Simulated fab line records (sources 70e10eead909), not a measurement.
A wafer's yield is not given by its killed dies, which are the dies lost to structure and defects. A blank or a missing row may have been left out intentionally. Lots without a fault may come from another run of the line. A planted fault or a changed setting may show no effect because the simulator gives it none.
Chamber matching + flow nand harc + NHARC_P_M2_DEP_33 on pecvd-03 has 3 sister chambers
The step deposits SiCN, target thk 30 nm. 6 wafers are shown with their chamber, then 10 later ones without.

## EACH WAFER AND ITS CHAMBER
| wafer  | chamber | heater power w (W) | chamber pressure Torr (Torr) |
|--------|---------|--------------------|------------------------------|
| L082.3 | 2       | 770                | 3.004                        |
| L086.1 | 0       | 494                | 3.014                        |
| L086.2 | 2       | 688                | 3.011                        |
| L086.6 | 1       | 738                | 2.999                        |
| L085.3 | 1       | 625                | 3.001                        |
| L085.4 | 0       | 567                | 3.003                        |

## WAFERS MISSING THEIR CHAMBER
| wafer  | heater power w (W) | chamber pressure Torr (Torr) |
|--------|--------------------|------------------------------|
| L085.5 | 656                | 3.005                        |
| L091.2 | 560                | 3.001                        |
| L091.3 | 614                | 2.991                        |
| L091.4 | 457                | 2.994                        |
| L094.1 | 654                | 3.002                        |
| L094.2 | 743                | 3.006                        |
| L094.3 | 498                | 2.982                        |
| L095.1 | 488                | 3.005                        |
| L095.4 | 728                | 2.993                        |
| L095.5 | 484                | 2.996                        |

## CHAMBER TAKEN BY EACH
| wafer  | from the rows above          | in truth |
|--------|------------------------------|----------|
| L085.5 | can't be placed: 1 or 2 or 0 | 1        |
| L091.2 | can't be placed: 0 or 1 or 2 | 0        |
| L091.3 | can't be placed: 1 or 0 or 2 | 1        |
| L091.4 | can't be placed: 0 or 1 or 2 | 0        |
| L094.1 | can't be placed: 1 or 2 or 0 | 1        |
| L094.2 | can't be placed: 2 or 1      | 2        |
| L094.3 | can't be placed: 1 or 0 or 2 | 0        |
| L095.1 | 0                            | 0        |
| L095.4 | can't be placed: 1 or 2      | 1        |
| L095.5 | can't be placed: 0 or 1 or 2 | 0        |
Placed correctly: 1 of 10. From these rows, 9 cannot be placed; in 9 the true chamber is one of the candidates. Wrongly placed: 0.
How it was worked out, from the rows above alone: a wafer's distance from a chamber is the root of the sum, over the readings, of the square of ((its reading less the chamber's mean) divided by the reading's scatter). If the next closest chamber is less than 2 further off than the closest, the wafer can't be placed; otherwise it belongs to the closest. The mean given for a chamber averages the wafers shown for that chamber. How the scatter is found: for the shown wafers, subtract from each reading the mean of its chamber, square and add these, divide the total by (wafers less chambers), then take the root.
